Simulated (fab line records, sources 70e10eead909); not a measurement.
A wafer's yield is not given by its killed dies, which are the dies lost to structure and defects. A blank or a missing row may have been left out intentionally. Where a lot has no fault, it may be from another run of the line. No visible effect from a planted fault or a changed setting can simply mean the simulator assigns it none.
Which tool is to blame? + flow nand harc + 42 wafers sampled from 14 lots at 1 step of a route of 1159

## WHAT THE GAUGES SHOWED, per wafer
NHARC_A_M1_OVL_MEAS_10: pitch 240 nm. Usual: overlay x nm -0.2 nm, standard deviation 1; overlay y nm 0.1 nm, standard deviation 0.89.
| lot  | measured     | on         | overlay x nm (nm) | overlay y nm (nm) | flag |
|------|--------------|------------|-------------------|-------------------|------|
| L149 | day 17 22:05 | overlay-02 | -1.3 -0.5 -0.7    | -0.8 0.0 -0.5     |      |
| L150 | day 17 22:48 | overlay-01 | -0.3 -0.9 -0.5    | -0.2 -0.2 -0.6    |      |
| L151 | day 18 00:38 | overlay-02 | 0.2 0.2 -0.5      | -0.3 0.1 0.2      |      |
| L147 | day 18 01:23 | overlay-01 | 1.0 0.0 0.4       | 0.3 0.3 0.3       |      |
| L152 | day 18 17:50 | overlay-01 | -0.2 -1.1 -0.4    | -1.0 -0.6 -1.2    |      |
| L160 | day 21 01:31 | overlay-02 | 1.0 1.3 1.0       | -0.7 -0.8 -0.6    |      |
| L164 | day 21 13:01 | overlay-02 | -0.5 0.6 -0.1     | 1.9 1.6 1.4       |      |
| L163 | day 21 19:25 | overlay-01 | 0.4 1.0 1.2       | -1.0 -0.6 -0.7    |      |
| L161 | day 21 20:11 | overlay-01 | 0.7 0.3 0.3       | 1.7 1.9 2.1       |      |
| L162 | day 22 00:32 | overlay-01 | 0.4 0.7 0.4       | -0.2 0.0 0.6      |      |
| L165 | day 22 04:34 | overlay-02 | -1.6 -1.3 -1.7    | -0.1 0.1 0.0      |      |
| L166 | day 22 06:17 | overlay-01 | 1.0 1.1 0.7       | 0.3 -0.2 -0.3     |      |
| L168 | day 23 06:23 | overlay-02 | -2.3 -2.1 -1.9    | -0.2 0.4 -0.3     |      |
| L169 | day 23 10:08 | overlay-01 | 1.1 0.8 0.7       | 0.0 1.0 0.8       |      |

## WHICH TOOL RAN EACH LOT (tool, then ch and the chambers of the sampled wafers, then the start)
Before these readings, the record contains no process step.

## WHAT THE TOOLS THEMSELVES READ (means of the sampled wafers that have a number; where no wafer has one, the mark that the record gives instead)
The record holds no such reading with a usual standard deviation.

## THE ANSWER, worked out from the rows above alone
Rule: take the mean of a lot's wafers that have a number; if it is more than 3 standard deviations from the usual mean, the lot is off. Also off: a lot with no number at a reading for which 4 or more lots have one. The other lots that the step has rows for count as sound. First the gauges in route order, then the tools' own readings, where a lot's mean is used as printed above. The first step at which some lot is off is used, and at that step the reading that is off furthest; a lot without a number counts as furthest.
No lot is off at any reading shown: from this, nothing can be told.

## WHAT WAS PUT IN BY THE SIMULATOR
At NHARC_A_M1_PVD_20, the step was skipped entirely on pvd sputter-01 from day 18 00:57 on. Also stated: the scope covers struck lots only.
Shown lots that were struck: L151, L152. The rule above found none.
